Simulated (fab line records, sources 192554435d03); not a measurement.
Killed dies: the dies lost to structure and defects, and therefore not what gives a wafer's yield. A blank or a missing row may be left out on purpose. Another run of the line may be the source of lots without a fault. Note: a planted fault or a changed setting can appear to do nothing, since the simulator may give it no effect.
Chamber matching	flow n5Finfet	N5_GATE_CUT_STRIP_59 on rieDiel-01 has 4 sister chambers
The step strips in N2/H2, time 20 s. 16 wafers are shown with their chamber, then 8 later ones without.

== WAFERS PAIRED WITH THEIR CHAMBERS ==
wafer	chamber	showerheadPlenumPTorr (Torr)	oesProductAu (a.u.)	throttleValvePct (%)
L074.3	1	3.44	0.71	12.55
L074.5	3	3.44	0.80	12.65
L074.6	2	3.52	0.74	12.35
L076.1	2	3.52	0.75	12.34
L076.4	1	3.44	0.72	12.54
L076.6	2	3.52	0.75	12.36
L080.1	2	3.51	0.73	12.38
L080.2	3	3.44	0.80	12.67
L080.3	0	3.37	0.71	12.46
L082.2	0	3.36	0.71	12.48
L082.3	1	3.43	0.71	12.59
L082.6	1	3.43	0.70	12.57
L087.1	3	3.43	0.79	12.70
L087.2	2	3.51	0.73	12.39
L087.3	0	3.36	0.70	12.52
L089.1	3	3.43	0.80	12.71

SIGNATURES, as means of the wafers listed above
reading	chamber 0	chamber 1	chamber 2	chamber 3	scatter within a chamber
showerheadPlenumPTorr	3.3633	3.4350	3.5160	3.4350	0.00568
oesProductAu	0.7067	0.7100	0.7400	0.7975	0.00786
throttleValvePct	12.4867	12.5625	12.3640	12.6825	0.0247
Rule: a wafer lies at a distance from a chamber equal to the root of the sum of squares, over the readings, of (its reading less the chamber's mean, divided by the reading's scatter). The wafer belongs to the nearest chamber; if the next one is less than 2 further off, it can't be placed. How the scatter is found: for the shown wafers, subtract from each reading the mean of its chamber, square and add these, divide the total by (wafers less chambers), then take the root.

== WAFERS WITHOUT THEIR CHAMBER ==
wafer	showerheadPlenumPTorr (Torr)	oesProductAu (a.u.)	throttleValvePct (%)
L089.3	3.50	0.73	12.40
L089.4	3.43	0.70	12.60
L090.2	3.50	0.72	12.42
L090.3	3.43	0.78	12.70
L090.5	3.50	0.73	12.40
L096.2	3.49	0.71	12.44
L096.3	3.42	0.94	11.99
L096.5	3.35	0.70	12.55

== CHAMBER TAKEN BY EACH ==
wafer	from the rows above	in truth
L089.3	2	2
L089.4	1	1
L090.2	2	2
L090.3	3	3
L090.5	2	2
L096.2	2	2
L096.3	can't be placed: 3 or 2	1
L096.5	0	0
Correctly placed: 7 of 8. From these rows, 1 cannot be placed; in 0 the true chamber is one of the candidates. Placed wrongly: 0.
